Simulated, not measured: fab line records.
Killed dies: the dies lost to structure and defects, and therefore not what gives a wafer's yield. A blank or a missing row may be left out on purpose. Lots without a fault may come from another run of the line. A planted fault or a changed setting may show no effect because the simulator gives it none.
Split-lot study || flow n5 finfet || 7 lots, 21 wafers read, on a route of 1938 steps

## SPLIT DETAILS
At N5_FIN_SAQP_FIN_ETCH_36 (etches the open film in HBr/Cl2/O2, target depth 120 nm, time 50.4 s), the setting icp w was moved away from the recipe's 800 W on 6 of the 21 wafers read, by -13.2% to +6.5%. This setting was run at the recipe's value on the other wafers.

## FROM THE SPLIT TO THE READING: what the file shows between them, 3 steps
- N5_FIN_SAQP_PRECLEAN_38: cleans in O3/DIW, time 45 s
- N5_FIN_SAQP_PRECLEAN_45: cleans in dHF, time 10 s
- N5_FIN_SAQP_SRD_39: time 30 s

## THE READING
trench depth nm, in nm, at N5_FIN_SAQP_OCD_MEAS_76. Fault-free wafers of this fab line usually give 120.2 nm, standard deviation 1 nm.

{"wafer": "L074.2", "tool, chamber at the split": "rie si-02, 0", "icp w as run, W": 800, "against the recipe": "recipe", "trench depth nm, nm": 121.3, "against lot-mates on the recipe": "-"}
{"wafer": "L074.4", "tool, chamber at the split": "rie si-02, 2", "icp w as run, W": 800, "against the recipe": "recipe", "trench depth nm, nm": 122.1, "against lot-mates on the recipe": "-"}
{"wafer": "L074.6", "tool, chamber at the split": "rie si-02, 0", "icp w as run, W": 800, "against the recipe": "recipe", "trench depth nm, nm": 120.5, "against lot-mates on the recipe": "-"}
{"wafer": "L075.2", "tool, chamber at the split": "rie si-01, 2", "icp w as run, W": 838.7, "against the recipe": "+4.8%", "trench depth nm, nm": 123.6, "against lot-mates on the recipe": "+3.9"}
{"wafer": "L075.5", "tool, chamber at the split": "rie si-01, 0", "icp w as run, W": 838.7, "against the recipe": "+4.8%", "trench depth nm, nm": 122.1, "against lot-mates on the recipe": "+2.4"}
{"wafer": "L075.6", "tool, chamber at the split": "rie si-01, 3", "icp w as run, W": 800, "against the recipe": "recipe", "trench depth nm, nm": 119.7, "against lot-mates on the recipe": "-"}
{"wafer": "L080.1", "tool, chamber at the split": "rie si-02, 2", "icp w as run, W": 800, "against the recipe": "recipe", "trench depth nm, nm": 121.2, "against lot-mates on the recipe": "-"}
{"wafer": "L080.4", "tool, chamber at the split": "rie si-02, 3", "icp w as run, W": 800, "against the recipe": "recipe", "trench depth nm, nm": 120.4, "against lot-mates on the recipe": "-"}
{"wafer": "L080.5", "tool, chamber at the split": "rie si-02, 3", "icp w as run, W": 800, "against the recipe": "recipe", "trench depth nm, nm": 120.2, "against lot-mates on the recipe": "-"}
{"wafer": "L086.2", "tool, chamber at the split": "rie si-01, 1", "icp w as run, W": 800, "against the recipe": "recipe", "trench depth nm, nm": 119.0, "against lot-mates on the recipe": "-"}
{"wafer": "L086.4", "tool, chamber at the split": "rie si-01, 3", "icp w as run, W": 847.9, "against the recipe": "+6.0%", "trench depth nm, nm": 122.3, "against lot-mates on the recipe": "+2.5"}
{"wafer": "L086.5", "tool, chamber at the split": "rie si-01, 1", "icp w as run, W": 800, "against the recipe": "recipe", "trench depth nm, nm": 120.5, "against lot-mates on the recipe": "-"}
{"wafer": "L087.1", "tool, chamber at the split": "rie si-06, 1", "icp w as run, W": 800, "against the recipe": "recipe", "trench depth nm, nm": 120.3, "against lot-mates on the recipe": "-"}
{"wafer": "L087.2", "tool, chamber at the split": "rie si-06, 0", "icp w as run, W": 694.7, "against the recipe": "-13.2%", "trench depth nm, nm": 113.2, "against lot-mates on the recipe": -7.1}
{"wafer": "L087.6", "tool, chamber at the split": "rie si-06, 1", "icp w as run, W": 694.7, "against the recipe": "-13.2%", "trench depth nm, nm": 111.4, "against lot-mates on the recipe": -8.9}
{"wafer": "L095.1", "tool, chamber at the split": "rie si-06, 3", "icp w as run, W": 800, "against the recipe": "recipe", "trench depth nm, nm": 120.0, "against lot-mates on the recipe": "-"}
{"wafer": "L095.2", "tool, chamber at the split": "rie si-06, 0", "icp w as run, W": 800, "against the recipe": "recipe", "trench depth nm, nm": 120.9, "against lot-mates on the recipe": "-"}
{"wafer": "L095.4", "tool, chamber at the split": "rie si-06, 2", "icp w as run, W": 800, "against the recipe": "recipe", "trench depth nm, nm": 120.5, "against lot-mates on the recipe": "-"}
{"wafer": "L096.1", "tool, chamber at the split": "rie si-06, 2", "icp w as run, W": 800, "against the recipe": "recipe", "trench depth nm, nm": 121.2, "against lot-mates on the recipe": "-"}
{"wafer": "L096.2", "tool, chamber at the split": "rie si-06, 3", "icp w as run, W": 851.6, "against the recipe": "+6.5%", "trench depth nm, nm": 122.9, "against lot-mates on the recipe": "+2.6"}
{"wafer": "L096.4", "tool, chamber at the split": "rie si-06, 1", "icp w as run, W": 800, "against the recipe": "recipe", "trench depth nm, nm": 119.5, "against lot-mates on the recipe": "-"}

THE FIT
A straight line over all 21 wafers: trench depth nm changes by +0.56 nm for each +1% of icp w; r = +0.95; the points scatter about the line by 0.9 nm.
The same after taking each lot's own level away (the mean of its wafers on the recipe; 21 wafers): +0.579 nm for each +1%; r = +0.97; scatter 0.73 nm.
On that fit, the largest move of icp w shifts the reading by 7.6 nm.
The span of the lots' own levels, 119.70 to 121.30 nm, comes to 1.6 times the standard deviation stated above.
The two slopes are in agreement: the lot-to-lot level therefore moves the slope only a little.
Check: with one of the wafers moved furthest among these (-13.2%) left out of the fit, the line predicts -8.14 nm for it against its lot-mates. Against them it came out at -7.1 nm.

## THE OTHER SPLITS THESE WAFERS WENT THROUGH
Before the reading, these wafers also passed through other splits. Each is held against what the fit with the lots' levels taken away leaves over:
{"other split on the same wafers": "N5_WELL_APT_EXPOSE_05 dose mj", "wafers away from the commonest value": 7, "r with trench depth nm (lot level and that fit taken away)": "+0.01"}
{"other split on the same wafers": "N5_WELL_APT_DEVELOP_07 develop time s", "wafers away from the commonest value": 7, "r with trench depth nm (lot level and that fit taken away)": "+0.01"}
{"other split on the same wafers": "N5_PMOS_HMC_CHANNEL_EPI_COAT_31 spin rpm", "wafers away from the commonest value": 10, "r with trench depth nm (lot level and that fit taken away)": "+0.09"}
{"other split on the same wafers": "N5_PMOS_HMC_CHANNEL_EPI_PEB_07 peb temp c", "wafers away from the commonest value": 4, "r with trench depth nm (lot level and that fit taken away)": -0.28}

## THE WHOLE CHAIN: every reading that the file lists as answering this split, in the file's order
{"step": "N5_FIN_SAQP_FIN_ETCH_36", "what it does": "etches the open film in HBr/Cl2/O2, target depth 120 nm, time 50.4 s", "reading": "FIN_SAQP.feature depth nm (the simulator's own value, which no gauge read)", "change (the file's fit)": "+0.553 nm for each +1% of the setting", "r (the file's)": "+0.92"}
{"step": "N5_FIN_SAQP_FIN_ETCH_36", "what it does": "etches the open film in HBr/Cl2/O2, target depth 120 nm, time 50.4 s", "reading": "etch.depth nm (the simulator's own value, which no gauge read)", "change (the file's fit)": "+0.553 nm for each +1% of the setting", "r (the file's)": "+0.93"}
{"step": "N5_FIN_SAQP_OCD_MEAS_76", "what it does": "", "reading": "trench depth nm", "change (the file's fit)": "+0.553 nm for each +1% of the setting", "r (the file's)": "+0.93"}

## FILE'S OWN FIT
trench depth nm changes by +0.553 nm for each +1% of icp w, r = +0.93.
